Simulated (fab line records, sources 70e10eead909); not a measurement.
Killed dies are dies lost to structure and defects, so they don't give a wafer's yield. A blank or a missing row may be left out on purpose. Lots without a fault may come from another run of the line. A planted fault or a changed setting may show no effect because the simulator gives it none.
Which tool did it? | flow nand_harc | 24 lots, 72 wafers sampled, at 6 steps of a route of 1159

WHAT THE GAUGES READ, wafer by wafer
NHARC_P_BONDPAD_THK_MEAS_20: measures by xrf. Usual: thk_nm 160.9 nm, standard deviation 1.6.
lot  | measured     | on            | thk_nm (nm)       | flag
L074 | day 6 10:23  | film_metro-01 | 162.5 160.3 159.3 |
L075 | day 6 11:40  | film_metro-02 | 160.8 160.9 159.7 |
L077 | day 7 02:56  | film_metro-01 | 161.0 158.9 161.1 |
L076 | day 7 03:45  | film_metro-01 | 160.1 158.3 159.3 |
L078 | day 7 05:07  | film_metro-02 | 157.8 161.8 159.2 |
L080 | day 7 16:47  | film_metro-02 | 162.8 161.1 159.7 |
L079 | day 7 17:00  | film_metro-02 | 162.9 162.1 161.6 |
L081 | day 8 06:44  | film_metro-02 | 161.8 160.4 159.4 |
L082 | day 8 15:52  | film_metro-02 | 165.3 161.2 161.4 |
L083 | day 8 21:16  | film_metro-01 | 162.9 162.5 161.8 |
L084 | day 9 03:31  | film_metro-01 | 160.6 162.0 165.1 |
L085 | day 9 05:05  | film_metro-01 | 159.4 161.8 160.4 |
L086 | day 9 23:37  | film_metro-02 | 160.0 162.3 161.4 |
L087 | day 10 00:15 | film_metro-02 | 158.5 160.3 161.5 |
L089 | day 10 01:47 | film_metro-02 | 163.6 158.4 160.4 |
L088 | day 10 06:46 | film_metro-01 | 162.3 160.8 161.0 |
L090 | day 10 15:40 | film_metro-01 | 160.8 163.7 161.0 |
L091 | day 10 16:52 | film_metro-01 | 157.2 156.6 159.8 |
L092 | day 11 03:33 | film_metro-01 | 160.9 160.6 160.7 |
L093 | day 11 15:02 | film_metro-01 | 163.4 161.5 161.2 |
L094 | day 11 15:02 | film_metro-02 | 159.8 160.7 158.2 |
L095 | day 11 19:10 | film_metro-01 | 161.7 162.0 164.2 |
L096 | day 11 20:01 | film_metro-01 | 161.2 161.7 159.7 |
L097 | day 12 04:07 | film_metro-02 | 158.1 160.1 160.9 |

NHARC_A_SOURCE_PLATE_THK_MEAS_06: measures by ellipsometry. Usual: thk_nm 199.0 nm, standard deviation 2.4.
lot  | measured     | on            | thk_nm (nm)       | flag
L074 | day 7 09:56  | film_metro-01 | 200.6 200.9 199.4 |
L075 | day 7 09:56  | film_metro-01 | 201.1 200.9 201.9 |
L077 | day 8 05:57  | film_metro-02 | 200.7 201.4 199.8 |
L076 | day 8 05:57  | film_metro-01 | 203.3 200.7 198.7 |
L078 | day 8 05:57  | film_metro-01 | 196.6 199.5 199.4 |
L080 | day 8 16:22  | film_metro-01 | 194.4 197.1 195.1 |
L079 | day 8 16:22  | film_metro-02 | 198.1 199.7 200.3 |
L081 | day 9 08:56  | film_metro-01 | 202.1 202.7 202.2 |
L082 | day 9 15:45  | film_metro-02 | 202.6 201.2 200.8 |
L083 | day 9 20:53  | film_metro-02 | 197.2 197.6 196.5 |
L084 | day 10 03:07 | film_metro-02 | 196.8 198.2 197.7 |
L085 | day 10 03:07 | film_metro-01 | 202.2 199.4 201.5 |
L086 | day 11 01:38 | film_metro-02 | 203.9 201.5 202.9 |
L087 | day 11 01:38 | film_metro-01 | 201.5 198.6 200.5 |
L089 | day 11 01:38 | film_metro-02 | 203.2 201.1 198.7 |
L088 | day 11 06:17 | film_metro-01 | 194.3 195.2 193.9 |
L090 | day 11 19:43 | film_metro-01 | 197.3 200.7 199.1 |
L091 | day 11 19:44 | film_metro-02 | 194.8 196.0 197.0 |
L092 | day 12 04:35 | film_metro-02 | 199.0 198.7 198.7 |
L093 | day 12 14:48 | film_metro-01 | 200.3 200.7 199.2 |
L094 | day 12 14:48 | film_metro-02 | 197.3 196.5 199.8 |
L095 | day 13 00:13 | film_metro-01 | 196.3 195.0 195.4 |
L096 | day 13 00:13 | film_metro-02 | 200.2 199.2 200.5 |
L097 | day 13 06:19 | film_metro-02 | 197.9 198.7 197.0 |

WHICH TOOL RAN EACH LOT (tool, then ch and the chambers of the sampled wafers, then the start)
lot  | NHARC_P_BONDPAD_CMP_32        | NHARC_P_BONDPAD_DEGAS_25     | NHARC_P_BONDPAD_PVD_17                  | NHARC_A_ZERO_WELL_DESCUM_12
L074 | cmp-03 ch 1,3, day 6 06:55    | pvd_sputter-01, day 6 08:55  | pvd_sputter-02, day 6 09:06             | rie_diel-04 ch 1,2, day 6 12:28
L075 | cmp-03 ch 0,2,3, day 6 08:17  | pvd_sputter-02, day 6 10:17  | pvd_sputter-02, day 6 11:40 or earlier  | rie_diel-12 ch 2,3, day 6 13:22
L077 | cmp-04 ch 2,3, day 6 23:39    | pvd_sputter-03, day 7 01:30  | pvd_sputter-03, day 7 02:56 or earlier  | rie_diel-13 ch 1,3, day 7 04:39
L076 | cmp-01 ch 1,2,3, day 7 00:23  | pvd_sputter-03, day 7 02:20  | pvd_sputter-03, day 7 03:45 or earlier  | rie_diel-04 ch 0,1,3, day 7 05:28
L078 | cmp-04 ch 0,1,2, day 7 01:43  | pvd_sputter-03, day 7 03:43  | pvd_sputter-03, day 7 05:07 or earlier  | rie_diel-12 ch 0,2,3, day 7 06:41
L080 | cmp-04 ch 0,3, day 7 13:06    | pvd_sputter-02, day 7 15:22  | pvd_sputter-02, day 7 16:47 or earlier  | rie_diel-04 ch 0,1,3, day 7 18:30
L079 | cmp-04 ch 1,2, day 7 13:21    | pvd_sputter-03, day 7 15:27  | pvd_sputter-03, day 7 17:00 or earlier  | rie_diel-12 ch 1,2,3, day 7 18:41
L081 | cmp-04 ch 0,2, day 8 03:19    | pvd_sputter-01, day 8 05:19  | pvd_sputter-01, day 8 06:44 or earlier  | rie_diel-12 ch 0,3, day 8 08:25
L082 | cmp-04 ch 0,1, day 8 12:30    | pvd_sputter-03, day 8 14:27  | pvd_sputter-03, day 8 15:52 or earlier  | rie_diel-13 ch 1,2,3, day 8 17:34
L083 | cmp-01 ch 0,1,2, day 8 17:52  | pvd_sputter-03, day 8 19:52  | pvd_sputter-03, day 8 21:16 or earlier  | rie_diel-12 ch 0,1,3, day 8 22:50
L084 | cmp-03 ch 0,1,2, day 9 00:09  | pvd_sputter-01, day 9 02:07  | pvd_sputter-01, day 9 03:31 or earlier  | rie_diel-13 ch 0,1, day 9 05:05
L085 | cmp-04 ch 0,1, day 9 01:50    | pvd_sputter-02, day 9 03:41  | pvd_sputter-02, day 9 05:05 or earlier  | rie_diel-04 ch 0,2, day 9 06:46
L086 | cmp-04 ch 0,1,2, day 9 20:15  | pvd_sputter-03, day 9 22:12  | pvd_sputter-03, day 9 23:37 or earlier  | rie_diel-13 ch 2,3, day 10 01:18
L087 | cmp-01 ch 0,2,3, day 9 20:53  | pvd_sputter-01, day 9 22:50  | pvd_sputter-01, day 10 00:15 or earlier | rie_diel-13 ch 0,1,3, day 10 01:56
L089 | cmp-01 ch 0,1,2, day 9 22:27  | pvd_sputter-03, day 10 00:21 | pvd_sputter-03, day 10 01:47 or earlier | rie_diel-12 ch 0,3, day 10 03:22
L088 | cmp-03 ch 0,1, day 10 03:32   | pvd_sputter-03, day 10 05:22 | pvd_sputter-03, day 10 06:46 or earlier | rie_diel-13 ch 0,2,3, day 10 08:28
L090 | cmp-01 ch 0,2,3, day 10 12:26 | pvd_sputter-01, day 10 14:16 | pvd_sputter-01, day 10 15:40 or earlier | rie_diel-04 ch 0,1, day 10 17:15
L091 | cmp-03 ch 0,2,3, day 10 13:28 | pvd_sputter-02, day 10 15:27 | pvd_sputter-02, day 10 16:52 or earlier | rie_diel-04 ch 0,1,2, day 10 18:37
L092 | cmp-01 ch 0,2,3, day 11 00:19 | pvd_sputter-02, day 11 02:10 | pvd_sputter-02, day 11 03:33 or earlier | rie_diel-12 ch 0,2,3, day 11 05:14
L093 | cmp-04 ch 1,3, day 11 09:52   | pvd_sputter-02, day 11 11:51 | pvd_sputter-02, day 11 15:02 or earlier | rie_diel-04 ch 1,2,3, day 11 16:37
L094 | cmp-03 ch 2,3, day 11 10:10   | pvd_sputter-01, day 11 12:08 | pvd_sputter-01, day 11 15:02 or earlier | rie_diel-12 ch 1,2, day 11 16:48
L095 | cmp-04 ch 0,2,3, day 11 15:45 | pvd_sputter-02, day 11 17:44 | pvd_sputter-02, day 11 19:10 or earlier | rie_diel-13 ch 0,1,2, day 11 20:49
L096 | cmp-01 ch 0,3, day 11 16:29   | pvd_sputter-02, day 11 18:38 | pvd_sputter-02, day 11 20:01 or earlier | rie_diel-13 ch 0,1, day 11 21:42
L097 | cmp-03 ch 0,3, day 12 00:43   | pvd_sputter-03, day 12 02:41 | pvd_sputter-03, day 12 04:07 or earlier | rie_diel-13 ch 1,2, day 12 05:47
- NHARC_P_BONDPAD_CMP_32: polishes SiCN, target thk 200 nm.
- NHARC_P_BONDPAD_DEGAS_25: time 60 s.
- NHARC_P_BONDPAD_PVD_17: deposits TaN, target thk 5 nm, time 8.06 s.
- NHARC_A_ZERO_WELL_DESCUM_12: chemistry O2, time 3 s.

WHAT THE TOOLS THEMSELVES READ (means of the sampled wafers that have a number; where no wafer has one, the mark that the record gives instead)
NHARC_P_BONDPAD_CMP_32. Usual: motor_current_A 12.2 A, standard deviation 1.4.
lot  | tool   | motor_current_A (A) | flag
L074 | cmp-03 | 11.9                |
L075 | cmp-03 | 13.4                |
L077 | cmp-04 | 13.8                |
L076 | cmp-01 | 11.5                |
L078 | cmp-04 | 11.5                |
L080 | cmp-04 | 12.6                |
L079 | cmp-04 | 12.1                |
L081 | cmp-04 | 11.4                |
L082 | cmp-04 | 10.3                |
L083 | cmp-01 | 12.1                |
L084 | cmp-03 | 14.2                |
L085 | cmp-04 | 10.8                |
L086 | cmp-04 | 11.5                |
L087 | cmp-01 | 11.5                |
L089 | cmp-01 | 11.7                |
L088 | cmp-03 | 14.9                |
L090 | cmp-01 | 11.7                |
L091 | cmp-03 | 13.5                |
L092 | cmp-01 | 11.6                |
L093 | cmp-04 | 12.8                |
L094 | cmp-03 | 13.2                |
L095 | cmp-04 | 12.5                |
L096 | cmp-01 | 11.7                |
L097 | cmp-03 | 12.5                |

NHARC_P_BONDPAD_DEGAS_25. Usual: heater_power_w 477 W, standard deviation 47.
lot  | tool           | heater_power_w (W) | flag
L074 | pvd_sputter-01 | 425                |
L075 | pvd_sputter-02 | 470                |
L077 | pvd_sputter-03 | 491                |
L076 | pvd_sputter-03 | 527                |
L078 | pvd_sputter-03 | 496                |
L080 | pvd_sputter-02 | 467                |
L079 | pvd_sputter-03 | 482                |
L081 | pvd_sputter-01 | 537                |
L082 | pvd_sputter-03 | 488                |
L083 | pvd_sputter-03 | 490                |
L084 | pvd_sputter-01 | 443                |
L085 | pvd_sputter-02 | 468                |
L086 | pvd_sputter-03 | 486                |
L087 | pvd_sputter-01 | 469                |
L089 | pvd_sputter-03 | 457                |
L088 | pvd_sputter-03 | 450                |
L090 | pvd_sputter-01 | 419                |
L091 | pvd_sputter-02 | 473                |
L092 | pvd_sputter-02 | 456                |
L093 | pvd_sputter-02 | 469                |
L094 | pvd_sputter-01 | 500                |
L095 | pvd_sputter-02 | 473                |
L096 | pvd_sputter-02 | 472                |
L097 | pvd_sputter-03 | 478                |

NHARC_P_BONDPAD_PVD_17. Usual: throttle_valve_pct 30.2 %, standard deviation 0.78.
lot  | tool           | throttle_valve_pct (%) | flag
L074 | pvd_sputter-02 | 30.4                   |
L075 | pvd_sputter-02 | 30.1                   |
L077 | pvd_sputter-03 | 31.2                   |
L076 | pvd_sputter-03 | 30.9                   |
L078 | pvd_sputter-03 | 30.9                   |
L080 | pvd_sputter-02 | 30.1                   |
L079 | pvd_sputter-03 | 30.4                   |
L081 | pvd_sputter-01 | 29.5                   |
L082 | pvd_sputter-03 | 30.3                   |
L083 | pvd_sputter-03 | 30.3                   |
L084 | pvd_sputter-01 | 29.8                   |
L085 | pvd_sputter-02 | 30.0                   |
L086 | pvd_sputter-03 | 30.2                   |
L087 | pvd_sputter-01 | 30.5                   |
L089 | pvd_sputter-03 | 30.4                   |
L088 | pvd_sputter-03 | 30.4                   |
L090 | pvd_sputter-01 | 30.3                   |
L091 | pvd_sputter-02 | 29.5                   |
L092 | pvd_sputter-02 | 29.4                   |
L093 | pvd_sputter-02 | 29.8                   |
L094 | pvd_sputter-01 | 29.8                   |
L095 | pvd_sputter-02 | 29.6                   |
L096 | pvd_sputter-02 | 30.0                   |
L097 | pvd_sputter-03 | 30.9                   |

NHARC_A_ZERO_WELL_DESCUM_12. Usual: drypump_motor_current_A 5.7 A, standard deviation 0.34; oes_product_au 0.998 a.u., standard deviation 0.0091; rf_vpp_V 57.8 V, standard deviation 0.91; showerhead_plenum_p_Torr 1.94 Torr, standard deviation 0.091; throttle_valve_pct 11.310 %, standard deviation 0.0094.
lot  | tool        | drypump_motor_current_A (A) | oes_product_au (a.u.) | rf_vpp_V (V) | showerhead_plenum_p_Torr (Torr) | throttle_valve_pct (%) | flag
L074 | rie_diel-04 | 5.7                         | 0.994                 | 57.5         | 1.97                            | 11.316                 |
L075 | rie_diel-12 | 5.7                         | 1.003                 | 57.0         | 2.01                            | 11.312                 |
L077 | rie_diel-13 | 5.7                         | 1.005                 | 56.9         | 1.99                            | 11.314                 |
L076 | rie_diel-04 | 5.7                         | 0.992                 | 57.1         | 1.95                            | 11.305                 |
L078 | rie_diel-12 | 5.9                         | 1.009                 | 57.7         | 1.95                            | 11.305                 |
L080 | rie_diel-04 | 5.7                         | 0.985                 | 58.3         | 1.95                            | 11.318                 |
L079 | rie_diel-12 | 5.4                         | 1.011                 | 58.4         | 1.94                            | 11.314                 |
L081 | rie_diel-12 | 6.0                         | 1.005                 | 56.9         | 1.92                            | 11.305                 |
L082 | rie_diel-13 | 5.8                         | 0.996                 | 58.6         | 1.98                            | 11.298                 |
L083 | rie_diel-12 | 5.6                         | 1.003                 | 57.7         | 1.91                            | 11.311                 |
L084 | rie_diel-13 | 5.5                         | 0.989                 | 58.1         | 1.82                            | 11.311                 |
L085 | rie_diel-04 | 5.6                         | 0.990                 | 57.1         | 1.92                            | 11.315                 |
L086 | rie_diel-13 | 5.9                         | 0.994                 | 59.4         | 2.06                            | 11.308                 |
L087 | rie_diel-13 | 5.6                         | 1.002                 | 58.1         | 1.89                            | 11.311                 |
L089 | rie_diel-12 | 5.9                         | 1.009                 | 58.4         | 1.98                            | 11.301                 |
L088 | rie_diel-13 | 5.8                         | 0.998                 | 57.6         | 1.97                            | 11.311                 |
L090 | rie_diel-04 | 5.8                         | 0.988                 | 58.1         | 1.95                            | 11.310                 |
L091 | rie_diel-04 | 5.7                         | 1.000                 | 57.5         | 1.94                            | 11.302                 |
L092 | rie_diel-12 | 5.9                         | 1.004                 | 58.0         | 1.94                            | 11.318                 |
L093 | rie_diel-04 | 5.6                         | 0.991                 | 58.1         | 1.94                            | 11.311                 |
L094 | rie_diel-12 | 5.4                         | 0.995                 | 58.2         | 1.90                            | 11.308                 |
L095 | rie_diel-13 | 5.7                         | 0.991                 | 57.8         | 1.89                            | 11.304                 |
L096 | rie_diel-13 | 5.6                         | 0.996                 | 57.1         | 1.80                            | 11.305                 |
L097 | rie_diel-13 | 5.8                         | 0.996                 | 57.3         | 1.98                            | 11.306                 |

THE ANSWER, worked out from the rows above alone
Rule: a lot is off if the mean of its wafers that have a number lies more than 3 standard deviations from the usual mean. A lot without any number at a reading at which 4 lots or more have one is off too. The other lots that the step has rows for count as sound. The gauges are gone through in route order, then the tools' own readings, and for those a lot's mean is taken as printed above. The first step at which some lot is off is used, and at that step the reading that is off furthest; a lot without a number counts as furthest.
No lot is off at any reading shown: from this, nothing can be told.

WHAT THE SIMULATOR HAD PUT IN
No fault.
